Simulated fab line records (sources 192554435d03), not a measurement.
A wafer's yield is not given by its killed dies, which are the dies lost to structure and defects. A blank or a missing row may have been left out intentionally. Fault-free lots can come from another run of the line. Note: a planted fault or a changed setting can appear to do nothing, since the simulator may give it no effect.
Chamber matching :: flow n5-finfet :: 4 sister chambers for N5_GATE_CUT_STRIP_42 on rie-diel-05
The step strips in O2. 4 wafers are shown with their chamber, then 9 later ones without.

## WAFERS WITH THEIR CHAMBER
wafer: L087.1
chamber: 2
throttle-valve-pct (%): 16.88

wafer: L087.2
chamber: 1
throttle-valve-pct (%): 16.42

wafer: L087.5
chamber: 3
throttle-valve-pct (%): 16.42

wafer: L087.6
chamber: 0
throttle-valve-pct (%): 16.93

## WAFERS WHOSE CHAMBER IS MISSING
wafer: L093.1
throttle-valve-pct (%): 16.92

wafer: L093.3
throttle-valve-pct (%): 16.95

wafer: L093.6
throttle-valve-pct (%): 16.43

wafer: L096.1
throttle-valve-pct (%): 16.44

wafer: L096.2
throttle-valve-pct (%): 16.98

wafer: L096.3
throttle-valve-pct (%): 16.92

wafer: L096.4
throttle-valve-pct (%): 16.45

wafer: L096.5
throttle-valve-pct (%): 16.44

wafer: L096.6
throttle-valve-pct (%): 16.93

## CHAMBER TAKEN BY EACH
wafer: L093.1
from the rows above: can't be placed: 0 or 2
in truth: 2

wafer: L093.3
from the rows above: 0
in truth: 0

wafer: L093.6
from the rows above: can't be placed: 1 or 3
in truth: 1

wafer: L096.1
from the rows above: can't be placed: 1 or 3
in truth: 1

wafer: L096.2
from the rows above: 0
in truth: 0

wafer: L096.3
from the rows above: can't be placed: 0 or 2
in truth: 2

wafer: L096.4
from the rows above: can't be placed: 1 or 3
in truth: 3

wafer: L096.5
from the rows above: can't be placed: 1 or 3
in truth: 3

wafer: L096.6
from the rows above: 0
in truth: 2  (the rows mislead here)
Correctly placed: 2 of 9. These rows do not allow placing 6 (true chamber among the candidates in 6). Wrongly placed: 1.
How it was worked out, from the rows above alone: a wafer's distance from a chamber is the root of the sum, over the readings, of the square of ((its reading less the chamber's mean) divided by the reading's scatter). The wafer belongs to the nearest chamber; if the next one is less than 2 further off, it can't be placed. A chamber's mean is the mean of its shown wafers. The scatter (one wafer shown for each chamber): square how far every hidden wafer sits from the nearest shown wafer, average those squares and take the square root.
